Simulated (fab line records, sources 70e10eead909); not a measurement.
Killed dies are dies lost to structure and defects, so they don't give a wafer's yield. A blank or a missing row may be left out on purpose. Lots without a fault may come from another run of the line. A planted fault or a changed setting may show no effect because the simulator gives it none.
fab line records | flow nand_harc
record lots=6 wafers=18 last_day=24
route steps=1159 shown A_CHANNEL_FILL_D1@496 END@1159
lots that met no fault: from a run of the same line without faults
start_h: hours from the record's first day to the start of the lot's first wafer shown | wait_h: hours since the lot's step before | " the same as in the row above | L1.1+2: a row that stands for several wafers | - no value, or no start given | * or withheld: withheld | < > ~ a bound
route shown NAME@n: a module of which the file shows steps, and the number in the route of the first | usual: mean/standard deviation of fault-free wafers | same: alike in all rows | chamber/n: place in a boat | sites: the reading at each site | _std_site: their standard deviation | _edge_site: outer sites' mean less inner sites' | radius_mm: how far each site lies from the wafer's centre | mask NAME#n: copy n | behind: the tool/chamber that last shaped the wafer | hold: why the lot was held/for how many hours/how that ended | device: the transistor (n, p or np) that didn't switch | end of line: the same wafers' tests at the end of the route | a step without rows: its recipe alone | killed: dies lost to structure and defects at the first sort, not the wafer's yield | map: a wafer's dies, x killed, . not, _ none there
set.NAME: the setting as run; set.NAME@STEP: as run at that earlier step | model.NAME: the simulator's own value behind a step, which no gauge read
lots at some steps of the route; a table a step, a row a wafer
services: from which hour (start_h, from the record's first day; less than 0 if before it) a tool's chamber was out of use, for how many hours, and why
## steps
# step NHARC_A_CHANNEL_FILL_D1_ALD_16
# recipe target_thk_a=15 pulse_time_s=10 ald_cycles=15 temp_c=300 material=SiO2
# usual heater_power_w=456/46 precursor_pulse_height_rel=0.997/0.02
# columns lot.wafer tool chamber start_h wait_h heater_power_w precursor_pulse_height_rel
L479.2 ald_hk-04 3 214.55 0.0 393 1.004
L479.3 " 0 " " 494 0.990
L479.5 " 0 " " 479 0.969
L485.3 ald_hk-04 0 241.70 0.4 481 1.027
L485.2 " 1 " " 519 1.019
L485.6 " 1 " " 513 1.008
L491.3 ald_hk-02 3 299.58 0.1 417 0.978
L491.1 " 0 " " 448 0.999
L491.2 " 1 " " 506 0.984
L492.3 ald_hk-01 2 299.58 0.1 500 1.009
L492.4 " 0 " " 473 1.038
L492.5 " 2 " " 501 1.015
L496.3 ald_hk-04 2 310.18 0.0 408 0.997
L496.5 " 2 " " 415 1.037
L496.6 " 3 " " 390 0.999
L498.2 ald_hk-01 2 327.14 3.7 501 0.987
L498.5 " 2 " " 493 0.996
L498.6 " 3 " " 458 0.981
# step NHARC_A_CHANNEL_FILL_D1_ANNEAL_17
# recipe temp_c=850 time_s=1800
# step NHARC_A_CHANNEL_FILL_D1_CVD_18
# recipe target_thk_a=30 temp_c=550 material=poly-Si
# step NHARC_A_CHANNEL_FILL_D1_ETCHBACK_19
# recipe target_depth_a=50 time_s=1.7 hbr_flow_sccm=150 cl2_flow_sccm=50 rf_w=400 icp_w=400 bias_w=100 chemistry=HBr/Cl2
# usual drypump_motor_current_A=5.6/0.41 oes_product_au=1.000/0.0084 rf_fwd_power_W=390.2/1.2 throttle_valve_pct=26.406/0.0094
# columns lot.wafer tool chamber start_h wait_h drypump_motor_current_A oes_product_au rf_fwd_power_W rf_hours_counter_h throttle_valve_pct
L479.3 rie_si-06 0 226.20 0.4 5.5 0.996 391.7 0.3 26.415
L479.2 " 1 " " 5.7 1.007 389.1 0.3 26.408
L479.5 " 0 " " 5.5 0.994 388.5 - 26.400
L485.3 rie_si-01 1 253.35 0.4 6.7 0.996 388.8 1.0 26.416
L485.2 " 2 " " 5.8 0.994 387.7 0.9 26.414
L485.6 " 2 " " 5.8 0.995 390.4 - 26.393
L492.3 rie_si-06 3 311.16 0.4 5.8 0.990 390.7 0.9 26.400
L492.4 " 0 " " 5.5 0.998 390.0 1.0 26.409
L492.5 " 3 " " 5.8 0.996 389.9 - 26.394
L491.1 rie_si-06 2 311.23 0.4 5.5 1.004 389.0 1.1 26.407
L491.2 " 3 " " 5.8 1.007 391.2 0.9 26.409
L491.3 " 0 " " 5.5 0.991 391.3 1.0 26.401
L496.3 rie_si-01 2 321.77 0.4 5.7 1.002 387.4 0.1 26.419
L496.6 " 1 " " 6.7 0.996 389.1 - 26.424
L496.5 " 2 " " 5.7 0.998 390.0 - 26.408
L498.2 rie_si-06 2 339.80 0.4 5.5 0.994 390.2 1.3 26.410
L498.6 " 3 " " 5.8 1.001 390.4 - 26.428
L498.5 " 0 " " 5.4 0.985 390.7 - 26.406
# step NHARC_A_CHANNEL_FILL_D1_ETCHBACK_20
# recipe target_depth_a=270 time_s=13.5 c4f8_flow_sccm=withheld o2_flow_sccm=8 ar_flow_sccm=withheld rf_w=600 bias_w=1500 chemistry=C4F8/O2/Ar
# step NHARC_A_CHANNEL_FILL_D1_STRIP_28
# recipe time_s=20 o2_flow_sccm=500 ar_flow_sccm=0 bias_w=0 chemistry=O2
# usual drypump_motor_current_A=5.6/0.45 o2_flow_sccm=499.9/1.6 oes_product_au=0.996/0.011 rf_vpp_V=57.7/0.91 showerhead_plenum_p_Torr=3.50/0.14 throttle_valve_pct=17.037/0.0095
# columns lot.wafer tool chamber start_h wait_h drypump_motor_current_A o2_flow_sccm oes_product_au rf_hours_counter_h rf_vpp_V showerhead_plenum_p_Torr throttle_valve_pct
L479.2 rie_diel-11 3 226.79 0.4 5.2 499.8 0.998 2 57.1 3.30 17.038
L479.3 " 0 " " 5.2 499.2 1.012 4 58.1 3.65 17.033
L479.5 " 0 " " 5.2 498.8 1.017 - 58.2 3.65 17.032
L485.3 rie_diel-03 0 253.57 0.1 5.5 501.0 0.968 1 57.5 3.54 17.038
L485.2 " 1 " " 5.7 497.8 1.005 1 57.3 3.48 17.050
L485.6 " 2 " " 6.2 499.5 0.975 - 56.3 3.32 17.034
L492.3 rie_diel-06 2 311.43 0.1 5.0 499.8 1.005 2 57.9 3.55 17.031
L492.4 " 2 " " 5.0 499.4 0.991 - 56.9 3.55 17.050
L492.5 " 1 " " 5.1 499.8 0.981 - 57.7 3.41 17.030
L491.3 rie_diel-06 2 311.47 0.1 5.0 499.5 1.005 2 59.0 3.55 17.041
L491.2 " 0 " " 5.4 497.4 1.004 2 57.0 3.50 17.032
L491.1 " 1 " " 5.1 499.7 0.991 2 56.9 3.41 17.057
L496.3 rie_diel-06 2 322.03 0.1 5.0 501.9 1.002 2 57.7 3.55 17.047
L496.6 " 1 " " 5.0 498.4 0.995 - 58.4 3.41 17.040
L496.5 " 2 " " 5.0 502.1 1.003 - 58.0 3.55 17.026
L498.2 rie_diel-06 2 340.01 0.1 5.0 501.0 0.994 3 59.3 3.55 17.055
L498.6 " 2 " " 5.0 499.6 1.008 - 57.3 3.55 17.033
L498.5 " 3 " " 6.1 498.7 1.011 - 58.6 3.70 17.025
# step NHARC_A_CHANNEL_FILL_D1_PRECLEAN_21
# recipe time_s=30 chemistry=dHF
# step NHARC_A_CHANNEL_FILL_D1_SRD_23
# step NHARC_A_CHANNEL_FILL_D1_CVD_05
# recipe target_thk_a=50 temp_c=550 material=poly-Si
# step NHARC_A_CHANNEL_FILL_D1_ANNEAL_22
# recipe temp_c=620 time_s=7200
# step NHARC_A_CHANNEL_FILL_D1_THK_MEAS_06
# recipe thk_meas_gauge=ellipsometry
# usual thk_nm=5.0/0.98
# columns lot.wafer tool chamber start_h wait_h thk_nm
L479.2 film_metro-02 - 238.33 0.4 6.5
L479.3 " - " " 5.0
L479.5 " - " " 5.3
L485.2 film_metro-02 - 265.25 0.4 6.0
L485.3 " - " " 5.5
L485.6 " - " " 5.0
L492.3 film_metro-01 - 322.94 0.4 7.0
L492.4 " - " " 6.5
L492.5 " - " " 3.4
L491.1 film_metro-02 - 322.94 0.4 6.1
L491.2 " - " " 6.4
L491.3 " - " " 6.2
L496.3 film_metro-02 - 334.13 0.4 5.0
L496.5 " - " " 5.2
L496.6 " - " " 6.0
L498.2 film_metro-02 - 351.81 0.4 4.8
L498.5 " - " " 4.3
L498.6 " - " " 3.0
# step NHARC_A_CHANNEL_FILL_D1_ALD_25
# recipe target_thk_a=600 pulse_time_s=10 ald_cycles=600 temp_c=300 material=SiOx
# usual heater_power_w=455/45 precursor_pulse_height_rel=1.001/0.021
# columns lot.wafer tool chamber start_h wait_h heater_power_w precursor_pulse_height_rel
L479.3 ald_hk-01 3 238.39 0.1 453 0.985
L479.2 " 1 239.62 1.3 390 1.018
L479.5 " 3 240.86 2.5 466 1.003
L485.2 ald_hk-01 1 265.30 0.1 391 1.015
L485.3 " 3 266.52 1.3 454 0.960
L485.6 " 2 268.34 3.1 489 0.986
L492.3 ald_hk-01 0 324.12 1.2 463 0.983
L492.4 " 2 325.33 2.4 486 0.984
L492.5 " 0 326.54 3.6 482 1.022
L491.2 ald_hk-02 0 327.72 4.8 436 1.012
L491.3 " 1 " " 506 1.020
L491.1 " 2 " " 508 1.002
L496.3 ald_hk-04 3 336.11 2.0 395 1.008
L496.6 " 2 339.79 5.7 405 1.028
L496.5 " 3 341.02 6.9 394 1.011
L498.2 ald_hk-04 0 354.32 2.5 492 0.990
L498.5 " 2 356.78 5.0 413 1.008
L498.6 " 3 358.00 6.2 390 0.958
# step NHARC_A_CHANNEL_FILL_D1_ETCHBACK_08
# recipe target_depth_a=2200 time_s=110 c4f8_flow_sccm=20 ar_flow_sccm=withheld rf_w=600 bias_w=300 chemistry=C4F8
# usual oes_product_au=0.95/0.037 rf_fwd_power_W=596.0/2.1 rf_vpp_V=440.9/2.4
# columns lot.wafer tool chamber start_h wait_h oes_product_au rf_fwd_power_W rf_hours_counter_h rf_vpp_V
L479.2 rie_diel-11 2 243.97 - 0.94 594.9 7.1 437.9
L479.3 " 0 " " 0.93 601.8 8.6 442.8
L479.5 " 3 " " 0.91 593.4 - 437.7
L485.2 rie_diel-06 1 270.81 - 0.99 596.5 0.5 439.9
L485.3 " 2 " " 1.00 594.7 0.5 442.8
L485.6 " 2 " " 1.01 596.5 - 442.1
L492.3 rie_diel-06 1 329.01 - 1.01 691.9 2.6 438.3
L492.4 " 3 " " 1.11 691.1 - 442.9
L492.5 " 1 " " 1.00 693.0 - 437.1
L491.1 rie_diel-06 1 332.64 - 1.00 693.1 2.7 438.4
L491.3 " 2 " " 1.02 694.1 2.7 441.0
L491.2 " 3 " " 1.11 690.6 2.3 444.5
L496.3 rie_diel-03 1 344.10 - 0.93 594.3 4.8 441.1
L496.5 " 1 " " 0.93 596.8 - 439.7
L496.6 " 2 " " 0.91 589.5 - 436.1
L498.2 rie_diel-03 3 361.13 - 0.92 595.7 5.6 445.1
L498.6 " 0 " " 0.92 595.3 - 440.7
L498.5 " 1 " " 0.93 599.4 - 440.1
# step NHARC_A_CHANNEL_FILL_D1_STRIP_29
# recipe time_s=20 o2_flow_sccm=500 ar_flow_sccm=0 bias_w=0 chemistry=O2
# usual drypump_motor_current_A=5.6/0.47 o2_flow_sccm=500.0/1.5 oes_product_au=0.995/0.011 rf_vpp_V=57.6/0.93 showerhead_plenum_p_Torr=3.52/0.13 throttle_valve_pct=17.037/0.0091
# columns lot.wafer tool chamber start_h wait_h drypump_motor_current_A o2_flow_sccm oes_product_au rf_hours_counter_h rf_vpp_V showerhead_plenum_p_Torr throttle_valve_pct
L479.2 rie_diel-11 0 - - 5.2 502.1 1.019 8.6 58.2 3.65 17.033
L479.3 " 3 " " 5.2 498.6 0.996 5.7 56.3 3.30 17.029
L479.5 " 0 " " 5.2 502.5 1.018 - 57.1 3.65 17.042
L485.3 rie_diel-06 3 - - 6.2 499.5 1.002 0.4 56.9 3.71 17.027
L485.2 " 0 " " 5.4 500.3 0.993 0.4 58.0 3.50 17.054
L485.6 " 3 " " 6.2 499.1 1.000 - 58.4 3.71 17.050
L492.4 rie_diel-06 1 329.18 0.1 5.1 502.6 0.982 2.6 57.8 3.41 17.027
L492.3 " 2 " " 5.0 500.1 1.002 2.6 57.3 3.55 17.040
L492.5 " 1 " " 5.1 503.5 0.977 - 57.2 3.41 17.026
L491.3 rie_diel-06 2 - - 5.0 501.5 1.007 2.7 58.3 3.55 17.047
L491.1 " 3 " " 6.1 499.8 1.006 2.3 56.8 3.71 17.035
L491.2 " 1 " " 5.1 499.1 0.977 2.7 57.7 3.41 17.028
L496.3 rie_diel-03 0 - - 5.5 498.4 0.971 5.2 59.3 3.54 17.049
L496.5 " 1 " " 5.6 502.4 0.992 - 57.7 3.47 17.029
L496.6 " 2 " " 6.2 500.4 0.985 - 57.7 3.31 17.040
L498.2 rie_diel-03 2 - - 6.2 499.8 1.002 5.3 58.4 3.31 17.047
L498.6 " 1 " " 5.6 497.1 1.002 - 57.8 3.47 17.032
L498.5 " 2 " " 6.2 499.7 0.992 - 55.6 3.31 17.039
# step NHARC_END_SORT_01
# recipe temp_c=25
# usual killed_at_array=25/9.5 killed_at_other=0.8/1.2 killed_at_periphery=3.4/2.2 killed_dies=29/10 killed_open=3.3/1.8 killed_short=2.1/1.4
# same gross_dies=677
# columns lot.wafer tool chamber start_h wait_h killed_at_array killed_at_other killed_at_periphery killed_dies killed_open killed_short
L479.2 prober-01 0 465.87 2.8 27 1 2 30 4 0
L479.3 prober-01 0 466.66 3.1 29 0 9 38 6 5
L479.5 prober-01 0 468.22 3.6 32 0 4 36 3 2
L485.2 prober-01 0 503.86 2.8 24 0 5 29 3 1
L485.3 prober-01 0 504.65 3.1 27 0 2 29 2 0
L485.6 prober-01 0 507.05 4.0 24 0 4 28 1 3
L492.3 prober-02 0 550.85 3.1 36 0 4 40 2 2
L492.4 prober-02 0 551.64 3.4 47 2 5 54 4 5
L492.5 prober-02 0 552.43 3.7 41 1 4 46 5 1
L491.1 prober-01 0 553.50 2.5 8 0 3 11 2 2
L491.2 prober-01 0 554.29 2.8 22 0 2 24 4 2
L491.3 prober-01 0 555.08 3.1 20 2 2 24 3 6
L496.3 prober-01 0 577.28 3.1 35 1 4 40 6 2
L496.5 prober-01 0 578.86 3.7 33 1 5 39 1 0
L496.6 prober-01 0 579.66 4.0 53 0 5 58 5 2
L498.2 prober-02 0 584.30 2.8 28 1 2 31 4 3
L498.5 prober-02 0 586.69 3.7 31 0 1 32 1 0
L498.6 prober-02 0 587.49 4.0 29 0 4 33 2 4
# killed by level:class
L479.2 A_CHANNEL_HOLE_D1:chamber_film_flake=13 A_SLIT:chamber_film_flake=6 A_CONTACT:chamber_film_flake=3 P_M0:geometric_particle:open=1 A_CHANNEL_FILL_D1:geometric_particle:open=1 A_M0:geometric_particle:open=1 P_STI:chamber_film_flake=1 STARTING-WAFER:geometric_particle:open=1
L479.3 A_CHANNEL_HOLE_D1:chamber_film_flake=13 A_SLIT:chamber_film_flake=8 P_STI:chamber_film_flake=6 A_CHANNEL_FILL_D1:geometric_particle:open=2 A_CONTACT:geometric_particle:open=2 P_CONTACT:geometric_particle:short=1 P_M0:geometric_particle:short=1 P_M1:geometric_particle:open=1
L479.5 A_CHANNEL_HOLE_D1:chamber_film_flake=16 A_SLIT:chamber_film_flake=8 A_CONTACT:chamber_film_flake=5 P_STI:chamber_film_flake=2 P_M0:geometric_particle:short=1 P_M0:geometric_particle:open=1 A_ONON_D1:geometric_particle:open=1 A_CHANNEL_FILL_D1:geometric_particle:open=1
L485.2 A_CHANNEL_HOLE_D1:chamber_film_flake=16 P_CONTACT:chamber_film_flake=4 A_CONTACT:chamber_film_flake=3 P_M0:geometric_particle:open=1 A_CONTACT:geometric_particle:open=1 A_M0:geometric_particle:open=1 A_M0:geometric_particle:short=1 A_STAIRCASE:chamber_film_flake=1
L485.3 A_CHANNEL_HOLE_D1:chamber_film_flake=20 A_CONTACT:chamber_film_flake=4 P_CONTACT:chamber_film_flake=2 A_ONON_D1:geometric_particle:open=1 A_SGD_CUT:chamber_film_flake=1 A_CONTACT:geometric_particle:open=1
L485.6 A_CHANNEL_HOLE_D1:chamber_film_flake=18 P_CONTACT:chamber_film_flake=2 A_CONTACT:chamber_film_flake=2 P_CONTACT:geometric_particle:short=1 A_CHANNEL_HOLE_D1:geometric_particle:short=1 A_SGD_CUT:geometric_particle:short=1 A_CONTACT:geometric_particle:open=1 P_STI:chamber_film_flake=1
L492.3 A_CHANNEL_HOLE_D1:chamber_film_flake=17 A_SLIT:chamber_film_flake=13 A_CONTACT:chamber_film_flake=3 P_GATE:chamber_film_flake=2 P_CONTACT:geometric_particle:open=1 A_CHANNEL_FILL_D1:geometric_particle:short=1 A_WL_FILL:geometric_particle:short=1 A_CONTACT:geometric_particle:open=1
L492.4 A_CHANNEL_HOLE_D1:chamber_film_flake=23 A_SLIT:chamber_film_flake=7 A_CONTACT:chamber_film_flake=5 P_M2:chamber_film_flake=3 A_ONON_D1:geometric_particle:short=2 A_ONON_D1:geometric_particle:open=2 A_CHANNEL_FILL_D1:geometric_particle:short=2 A_STAIRCASE:chamber_film_flake=2
L492.5 A_CHANNEL_HOLE_D1:chamber_film_flake=22 A_SLIT:chamber_film_flake=8 A_CONTACT:chamber_film_flake=4 P_GATE:chamber_film_flake=2 P_M2:chamber_film_flake=2 A_ONON_D1:geometric_particle:open=1 A_CHANNEL_FILL_D1:geometric_particle:short=1 A_CHANNEL_FILL_D1:geometric_particle:open=1
L491.1 A_STAIRCASE:chamber_film_flake=2 A_CONTACT:chamber_film_flake=2 P_CONTACT:geometric_particle:short=1 P_M0:geometric_particle:open=1 A_CONTACT:geometric_particle:open=1 A_M1:geometric_particle:short=1 P_GATE:chamber_film_flake=1 A_CHANNEL_HOLE_D1:chamber_film_flake=1
L491.2 A_CHANNEL_HOLE_D1:chamber_film_flake=6 A_CONTACT:chamber_film_flake=4 A_STAIRCASE:chamber_film_flake=3 A_ZERO_WELL:chamber_film_flake=2 P_CONTACT:geometric_particle:short=1 P_CONTACT:geometric_particle:open=1 A_CHANNEL_FILL_D1:geometric_particle:short=1 A_CHANNEL_FILL_D1:geometric_particle:open=1
L491.3 A_CHANNEL_HOLE_D1:chamber_film_flake=4 A_STAIRCASE:chamber_film_flake=4 A_CHANNEL_FILL_D1:geometric_particle:short=3 A_WL_FILL:chamber_film_flake=2 THIN_TSV:chamber_film_flake=2 P_CONTACT:geometric_particle:short=1 A_ONON_D1:geometric_particle:open=1 A_WL_FILL:geometric_particle:short=1
L496.3 A_CHANNEL_HOLE_D1:chamber_film_flake=12 A_SLIT:chamber_film_flake=9 A_CONTACT:chamber_film_flake=4 P_ZERO_WELL:chamber_film_flake=3 A_SGD_CUT:geometric_particle:short=2 A_WL_FILL:geometric_particle:open=2 A_ONON_D1:geometric_particle:open=1 A_SGD_CUT:geometric_particle:open=1
L496.5 A_CHANNEL_HOLE_D1:chamber_film_flake=19 A_SLIT:chamber_film_flake=6 A_CONTACT:chamber_film_flake=5 P_ZERO_WELL:chamber_film_flake=3 A_WL_FILL:geometric_particle:open=1 P_STI:chamber_film_flake=1 P_GATE:chamber_film_flake=1 A_STAIRCASE:chamber_film_flake=1
L496.6 A_CHANNEL_HOLE_D1:chamber_film_flake=19 A_SLIT:chamber_film_flake=17 A_CONTACT:chamber_film_flake=4 P_ZERO_WELL:chamber_film_flake=3 A_CHANNEL_FILL_D1:chamber_film_flake=3 A_ONON_D1:geometric_particle:open=2 A_STAIRCASE:chamber_film_flake=2 P_M0:geometric_particle:open=1
L498.2 A_SLIT:chamber_film_flake=10 A_CONTACT:chamber_film_flake=5 A_CHANNEL_HOLE_D1:chamber_film_flake=3 A_WL_FILL:chamber_film_flake=3 A_M0:geometric_particle:open=2 P_ZERO_WELL:chamber_film_flake=2 A_SOURCE_PLATE:geometric_particle:open=1 A_CHANNEL_FILL_D1:geometric_particle:open=1
L498.5 A_SLIT:chamber_film_flake=20 A_CHANNEL_HOLE_D1:chamber_film_flake=4 A_STAIRCASE:chamber_film_flake=3 A_CONTACT:chamber_film_flake=3 A_CONTACT:geometric_particle:open=1 P_ZERO_WELL:chamber_film_flake=1
L498.6 A_SLIT:chamber_film_flake=9 A_CHANNEL_HOLE_D1:chamber_film_flake=5 A_CONTACT:chamber_film_flake=4 P_ZERO_WELL:chamber_film_flake=3 A_WL_FILL:chamber_film_flake=3 A_STAIRCASE:chamber_film_flake=2 P_CONTACT:geometric_particle:short=1 A_CHANNEL_FILL_D1:geometric_particle:open=1
## services
# columns tool chamber start_h hours kind
ald_hk-04 - 193.15 10.0 pm
rie_diel-06 0 195.70 - clean
rie_diel-06 1 195.70 - clean
rie_diel-06 2 195.70 - clean
rie_diel-06 3 195.70 - clean
rie_diel-11 3 200.19 10.1 repair
rie_si-06 1 210.76 1.2 repair
rie_diel-11 3 212.09 6.8 repair
rie_diel-03 - 215.33 9.0 pm
rie_si-06 3 217.20 17.0 repair
rie_diel-06 0 220.20 - clean
rie_diel-06 1 220.20 - clean
rie_diel-06 2 220.20 - clean
ald_hk-01 - 228.00 10.0 pm
rie_diel-06 - 241.20 9.0 pm
rie_si-06 - 271.71 4.3 repair
rie_si-01 2 272.54 8.7 repair
ald_hk-02 - 280.00 10.0 pm
rie_si-01 - 304.00 9.0 pm
rie_diel-06 3 308.00 10.4 repair
rie_si-01 3 319.06 3.9 repair
rie_diel-06 0 319.59 9.5 repair
rie_si-06 1 335.76 17.5 repair
rie_si-06 - 360.00 9.0 pm
## key
first_sign step=NHARC_A_CHANNEL_FILL_D1_ETCHBACK_08 reading=rf_fwd_power_W direction=up sigmas=47 usual=* struck=*
effect step=NHARC_A_CHANNEL_FILL_D1_ETCHBACK_08 reading=oes_product_au direction=up sigmas=2.4 usual=0.95 struck=1.04
met_at NHARC_A_CHANNEL_FILL_D1_ETCHBACK_08
struck_wafers L491.1,L491.2,L491.3,L492.3,L492.4,L492.5
tester_left_out L491,L492
onset_between 270.81 329.01
fault kind=process_parameter_drift tool=rie_diel-06 chamber=- onset_h=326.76 steps=NHARC_A_CHANNEL_FILL_D1_ETCHBACK_08 channel=rf_w offset=* shape=step end_h=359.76 acts_in=* stated=*
# tester_left_out: of these lots the tester's yield and bins aren't shown, on N5 and GAA mostly nor the transistor test; their killed dies are dies lost to structure and defects alone, not to doping, threshold or leakage, so they don't give the yield
